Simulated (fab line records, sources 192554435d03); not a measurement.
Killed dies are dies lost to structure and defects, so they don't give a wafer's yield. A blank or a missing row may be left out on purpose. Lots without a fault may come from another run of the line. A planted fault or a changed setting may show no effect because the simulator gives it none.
fab line records | flow n5_finfet | part 2 of 2: steps 20 to 31 of 31
record lots=5 wafers=15 last_day=17
route steps=1938 shown BEOL_M12@1634 BEOL_M13@1659
lots that met no fault: from a run of the same line without faults
start_h: hours from the record's first day to the start of the lot's first wafer shown | wait_h: hours since the lot's step before | " the same as in the row above | L1.1+2: a row that stands for several wafers | - no value, or no start given | * or withheld: withheld | < > ~ a bound
route shown NAME@n: a module of which the file shows steps, and the number in the route of the first | usual: mean/standard deviation of fault-free wafers | same: alike in all rows | chamber/n: place in a boat | sites: the reading at each site | _std_site: their standard deviation | _edge_site: outer sites' mean less inner sites' | radius_mm: how far each site lies from the wafer's centre | mask NAME#n: copy n | behind: the tool/chamber that last shaped the wafer | hold: why the lot was held/for how many hours/how that ended | device: the transistor (n, p or np) that didn't switch | end of line: the same wafers' tests at the end of the route | a step without rows: its recipe alone | killed: dies lost to structure and defects at the first sort, not the wafer's yield | map: a wafer's dies, x killed, . not, _ none there
set.NAME: the setting as run; set.NAME@STEP: as run at that earlier step | model.NAME: the simulator's own value behind a step, which no gauge read
lots at some steps of the route; a table a step, a row a wafer
services: from which hour (start_h, from the record's first day; less than 0 if before it) a tool's chamber was out of use, for how many hours, and why
## steps
# step N5_BEOL_M12_CMP_49
# recipe stop_on=SiOC t_overpolish_s=20.6 down_force_psi=1 platen_rpm=50 clearing_platen_down_force_psi=1.5 clearing_platen_rpm=50 post_cmp_clean=cu_alkaline target_thk_nm=320 clearing_platen_pad_velocity_m_s=0.99484 pad_velocity_m_s=0.99484
# usual barrier_field_endpoint_s=30.5/0.71 motor_current_A=5.7/0.61 overpolish_run_s=20.600/0.0091
# columns lot.wafer tool chamber start_h wait_h barrier_field_endpoint_s motor_current_A overpolish_run_s
L077.2 cmp-01 0 255.01 0.2 31.1 5.2 20.604
L077.3 " 3 " " 30.9 5.7 20.604
L077.5 " 0 " " 30.9 5.2 20.581
L081.4 cmp-02 1 282.92 0.1 28.7 5.3 20.625
L081.2 " 2 " " 29.5 6.6 20.586
L081.1 " 3 " " 29.9 5.5 20.606
L088.3 cmp-03 3 329.51 0.2 30.6 4.9 20.590
L088.2 " 0 " " 29.6 5.4 20.601
L088.6 " 2 " " 29.7 5.9 20.621
L095.2 cmp-03 0 371.57 0.2 31.2 5.7 20.606
L095.4 " 1 " " 31.6 6.3 20.603
L095.1 " 2 " " 30.3 5.8 20.601
L097.2 cmp-03 0 377.77 0.3 30.3 5.7 20.605
L097.1 " 1 " " 30.2 6.5 20.610
L097.6 " 3 " " 31.1 4.7 20.598
# step N5_BEOL_M12_THK_MEAS_50
# recipe thk_meas_gauge=xrf reads=Cu_of_BEOL_M12_ECD_47
# usual M12_THK=318/5.9
# columns lot.wafer tool chamber start_h wait_h M12_THK[nm]
L077.2 film_metro-01 - 255.30 - 320
L077.3 " - " " 319
L077.5 " - " " 319
L081.1 film_metro-01 - 283.21 - 311
L081.2 " - " " 305
L081.4 " - " " 314
L088.2 film_metro-02 - 329.72 - 319
L088.3 " - " " 329
L088.6 " - " " 321
L095.1 film_metro-01 - 371.83 - 319
L095.2 " - " " 321
L095.4 " - " " 319
L097.1 film_metro-01 - 378.03 - 325
L097.2 " - " " 322
L097.6 " - " " 318
# step N5_BEOL_M12_PRE_CLEAN_52
# recipe gas=NH3 time_s=15 temp_c=withheld rf_power_w=300
# same time_s=15
# columns lot.wafer tool chamber start_h wait_h since_wet_clean_h
L077.2 pecvd-04 1 255.34 0.0 2047
L077.3 " 2 " " 568
L077.5 " 1 " " -
L081.1 pecvd-04 2 283.25 0.0 596
L081.2 " 0 " " 1350
L081.4 " 2 " " -
L088.2 pecvd-02 0 329.76 0.0 852
L088.3 " 1 " " 1577
L088.6 " 2 " " -
L095.1 pecvd-02 2 371.87 0.0 133
L095.2 " 1 " " 1619
L095.4 " 0 " " -
L097.1 pecvd-02 1 378.07 0.0 1626
L097.2 " 0 " " 901
L097.6 " 0 " " -
# step N5_BEOL_M12_DEP_53
# recipe material=SiCN target_thk_a=300 temp_c=withheld precursor=3MS/NH3 pressure_torr=3 rf_w=675 time_s=10.5
# usual showerhead_plenum_p_Torr=4.139/0.021 throttle_valve_pct=18.1/0.87
# same time_s=10.5
# columns lot.wafer tool chamber start_h wait_h showerhead_plenum_p_Torr since_wet_clean_h throttle_valve_pct
L077.2 pecvd-04 1 255.37 0.0 4.112 2047 19.4
L077.3 " 2 " " 4.142 568 17.4
L077.5 " 1 " " 4.132 - 19.3
L081.1 pecvd-04 2 283.27 0.0 4.140 596 17.5
L081.2 " 0 " " 4.124 1350 18.7
L081.4 " 2 " " 4.146 - 17.6
L088.2 pecvd-02 0 329.79 0.0 4.125 852 17.7
L088.3 " 1 " " 4.130 1577 17.9
L088.6 " 2 " " 4.172 - 17.0
L095.1 pecvd-02 2 371.89 0.0 4.176 133 17.1
L095.2 " 1 " " 4.124 1620 18.1
L095.4 " 0 " " 4.125 - 18.0
L097.1 pecvd-02 1 378.09 0.0 4.143 1626 17.9
L097.2 " 0 " " 4.136 901 17.8
L097.6 " 0 " " 4.122 - 17.9
# step N5_BEOL_M12_RS_MEAS_54
# recipe thk_meas_gauge=four-point-probe reads=Cu_of_BEOL_M12_ECD_47+Ta_of_BEOL_M12_SPUTTER_44+TaN_of_BEOL_M12_SPUTTER_43
# usual M12_RS=0.0598/0.001
# columns lot.wafer tool chamber start_h wait_h M12_RS[ohm/sq]
L077.2 film_metro-02 - 255.43 0.0 0.0590
L077.3 " - " " 0.0590
L077.5 " - " " 0.0591
L081.1 film_metro-01 - 283.34 0.0 0.0613
L081.2 " - " " 0.0624
L081.4 " - " " 0.0608
L088.2 film_metro-01 - 329.85 0.0 0.0602
L088.3 " - " " 0.0581
L088.6 " - " " 0.0596
L095.1 film_metro-01 - 371.95 0.0 0.0591
L095.2 " - " " 0.0589
L095.4 " - " " 0.0596
L097.1 film_metro-02 - 378.15 0.0 0.0584
L097.2 " - " " 0.0587
L097.6 " - " " 0.0596
# step N5_BEOL_M12_INSPECT_55
# recipe inspect_instrument=darkfield mode=post_dep
# usual raw_defect_count=66/20
# columns lot.wafer tool chamber start_h wait_h raw_defect_count
L077.2 defect_inspect-01 - 255.46 0.0 54
L077.3 " - " " 48
L077.5 " - " " 35
L081.1 defect_inspect-01 - 283.65 0.3 65
L081.2 " - " " 93
L081.4 " - " " 66
L088.2 defect_inspect-02 - 329.88 0.0 65
L088.3 " - " " 53
L088.6 " - " " 61
L095.1 defect_inspect-02 - 371.98 0.0 78
L095.2 " - " " 78
L095.4 " - " " 102
L097.1 defect_inspect-02 - 378.18 0.0 102
L097.2 " - " " 92
L097.6 " - " " 85
# step N5_BEOL_M13_ILD_DEP_00
# recipe material=SiOC target_thk_a=8379.2 temp_c=350 precursor=DEMS/O2 pressure_torr=5 rf_w=500 time_s=166.4
# usual heater_power_w=508/65 showerhead_plenum_p_Torr=5.689/0.016 throttle_valve_pct=11.8/0.73
# same time_s=166.4
# columns lot.wafer tool chamber start_h wait_h heater_power_w showerhead_plenum_p_Torr since_wet_clean_h throttle_valve_pct
L077.2 pecvd-03 2 255.49 0.0 638 5.715 387 10.8
L077.3 " 0 " " 458 5.675 1141 12.0
L077.5 " 1 " " 467 5.702 - 12.0
L081.1 pecvd-01 2 283.69 0.0 576 5.675 234 11.2
L081.2 " 1 " " 501 5.702 1713 11.6
L081.4 " 2 " " 609 5.671 - 11.1
L088.2 pecvd-04 0 329.91 0.0 550 5.675 1396 12.5
L088.3 " 2 " " 498 5.684 642 11.9
L088.6 " 1 " " 563 5.686 - 12.9
L095.1 pecvd-03 2 372.02 0.0 547 5.691 503 10.5
L095.2 " 1 " " 424 5.695 1982 11.8
L095.4 " 1 " " 450 5.710 - 12.0
L097.1 pecvd-01 1 378.22 0.0 533 5.731 1807 11.4
L097.2 " 0 " " 428 5.681 1082 12.9
L097.6 " 0 " " 471 5.687 - 12.9
# step N5_BEOL_M13_THK_MEAS_01
# recipe reads=SiOC_of_BEOL_M13_ILD_DEP_00
# usual M13_ILD_THK=837/10
# columns lot.wafer tool chamber start_h wait_h M13_ILD_THK[nm]
L077.2 film_metro-02 - 255.64 0.1 837
L077.3 " - " " 827
L077.5 " - " " 840
L081.1 film_metro-02 - 283.84 0.1 832
L081.2 " - " " 834
L081.4 " - " " 847
L088.2 film_metro-01 - 330.06 0.1 820
L088.3 " - " " 834
L088.6 " - " " 831
L095.1 film_metro-02 - 372.17 0.1 814
L095.2 " - " " 812
L095.4 " - " " 833
L097.1 film_metro-02 - 378.38 0.1 833
L097.2 " - " " 835
L097.6 " - " " 852
# step N5_BEOL_M13_COAT_58
# recipe resist=BARC temp_c=205 time_s=60 spin_rpm=1500 resist_thk_nm=89
# same time_s=60
# columns lot.wafer tool chamber start_h wait_h
L077.2+3+5 litho_track-01 0 255.68 0.0
L081.1+2+4 litho_track-04 0 283.87 0.0
L088.2+3+6 litho_track-01 0 330.10 0.0
L095.1+2+4 litho_track-04 0 372.20 0.0
L097.1+2+6 litho_track-01 0 378.41 0.0
# step N5_BEOL_M13_COAT_04
# recipe spin_rpm=1625 resist_thk_nm=400
# columns lot.wafer tool chamber start_h wait_h
L077.2+3+5 litho_track-01 0 - -
L081.1+2+4 litho_track-04 0 - -
L088.2+3+6 litho_track-01 0 - -
L095.1+2+4 litho_track-04 0 - -
L097.1+2+6 litho_track-01 0 - -
# step N5_BEOL_M13_EBR_06
# recipe solvent=PGMEA ebr_width_mm=1.5
# columns lot.wafer tool chamber start_h wait_h
L077.2+3+5 litho_track-01 0 - -
L081.1+2+4 litho_track-04 0 - -
L088.2+3+6 litho_track-01 0 - -
L095.1+2+4 litho_track-04 0 - -
L097.1+2+6 litho_track-01 0 - -
# step N5_BEOL_M13_SOFTBAKE_05
# recipe temp_c=130 time_s=60
# same time_s=60
# columns lot.wafer tool chamber start_h wait_h
L077.2+3+5 litho_track-01 0 - -
L081.1+2+4 litho_track-04 0 - -
L088.2+3+6 litho_track-01 0 - -
L095.1+2+4 litho_track-04 0 - -
L097.1+2+6 litho_track-01 0 - -
## services
# columns tool chamber start_h hours kind
plasma_asher-02 - 228.73 0.9 repair
pecvd-01 - 229.03 2.8 pm
pecvd-03 - 237.63 2.8 pm
pecvd-03 - 242.42 0.2 repair
pecvd-04 - 245.96 0.8 repair
rie_diel-06 - 246.45 15.6 pm
cmp-03 - 247.08 1.8 repair
pecvd-01 - 249.04 1.0 repair
rie_diel-03 1 272.43 3.8 repair
ecd_cu-01 - 285.06 1.6 repair
plasma_asher-02 - 290.24 1.8 repair
pecvd-01 - 292.99 1.4 repair
cmp-03 - 315.40 4.0 pm
pecvd-02 - 318.85 1.7 repair
pecvd-01 2 323.79 6.3 repair
pecvd-02 2 335.57 3.3 repair
cmp-03 - 337.14 0.9 repair
cmp-03 - 338.18 0.2 repair
cmp-03 - 340.69 0.5 repair
rie_diel-03 1 356.01 2.6 repair
rie_diel-03 1 368.38 5.3 repair
rie_diel-03 2 373.09 17.8 repair
plasma_asher-02 - 377.56 2.8 pm
cmp-03 - 378.27 1.5 repair
